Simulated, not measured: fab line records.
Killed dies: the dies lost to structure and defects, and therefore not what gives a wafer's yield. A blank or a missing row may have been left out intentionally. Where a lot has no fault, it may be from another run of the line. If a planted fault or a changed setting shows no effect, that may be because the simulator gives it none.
Problem report, 8D (eight disciplines) form, completed by code    flow nandHarc    the parts of the form that need people (team, actions taken, sign-off) are left out

1. WHAT WENT WRONG
Wafers without a fault read 6 with a standard deviation of 3.1, while rawDefectCount at NHARC_P_STI_INSPECT_11 averages 44 across 3 wafers of 1 lot. That puts it +12 standard deviations away from the usual mean.
The first sign was on wafer L344.1 at day 8 04:58, on defectInspect-01. Wafers with a number at this step in the record: 33, from 11 lots. Rule for "out" (also "out of limits"): further than 4 standard deviations from the usual mean. Any other wafer with a number is counted as sound.

2. WHAT THIS IS AND IS NOT
question                     is                      is not
which readings at this step  rawDefectCount          -
which lots                   L344                    L331, L333, L334, L338, L339, L341, L346, L352, L353, L354
which wafers of those lots   all that have a number  -
read on which gauges         defectInspect-01        defectInspect-02
when                         from day 8 04:58        up to then (18 sound wafers); but 12 sound wafers of L346, L352, L353, L354 came after

3. THE SUSPECTS, EACH WITH WHAT RULES IT OUT
Counting: any tool at a process step up to the reading is kept as a suspect provided that every lot that is out went through it and no sound lot did after the first of them.
- ruled out: the gauge at NHARC_P_STI_INSPECT_11. All the wafers that are out were read on defectInspect-01, but those of them that NHARC_END_SORT_01 has rows for are out there too, on other tools.
- lpcvd-02 at NHARC_P_STI_HM_DEP_30 (deposits Si3N4, target thk 80 nm, time 873 s): ruled out as a lasting fault. Following L344 (day 8 00:44), the first lot on it that is out, the sound lots L352 were run on it.
Left after counting: nothing in the record.

4. THE CAUSE (what the simulator had put in)
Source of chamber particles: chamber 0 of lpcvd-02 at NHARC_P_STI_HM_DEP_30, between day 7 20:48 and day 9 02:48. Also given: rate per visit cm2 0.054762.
The count ruled it out by mistake, since the rule takes a fault to strike every lot its tool runs from the start of the fault on, and this one did not do so.

5. THE CHAIN OF EFFECTS, in route order
One row per reading whose mean, taken over the struck wafers that have a number, lies over 3 standard deviations from the usual. Only readings for which the record gives a usual standard deviation are gone through. hours: the time from each lot's start at the first step in this table that gives one to its start at this step, as a median over the lots. sigmas: the change in usual standard deviations.
hours  step                    reading            usual  on struck wafers  change  sigmas
0      NHARC_P_STI_INSPECT_11  rawDefectCount     6      44                +38     +12
504    NHARC_END_SORT_01       killedAtPeriphery  5      27                +22     +6.5

6. HOW IT WOULD HAVE BEEN CAUGHT EARLIER
8 hours passed between the start of the fault at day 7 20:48 and the first reading out of limits at a measuring or inspecting step in this record, taken at day 8 04:58.
No tool reading at NHARC_P_STI_HM_DEP_30 that has a usual standard deviation in the record was out on any struck wafer, so an alarm limit of 4 standard deviations on those readings would not have fired.
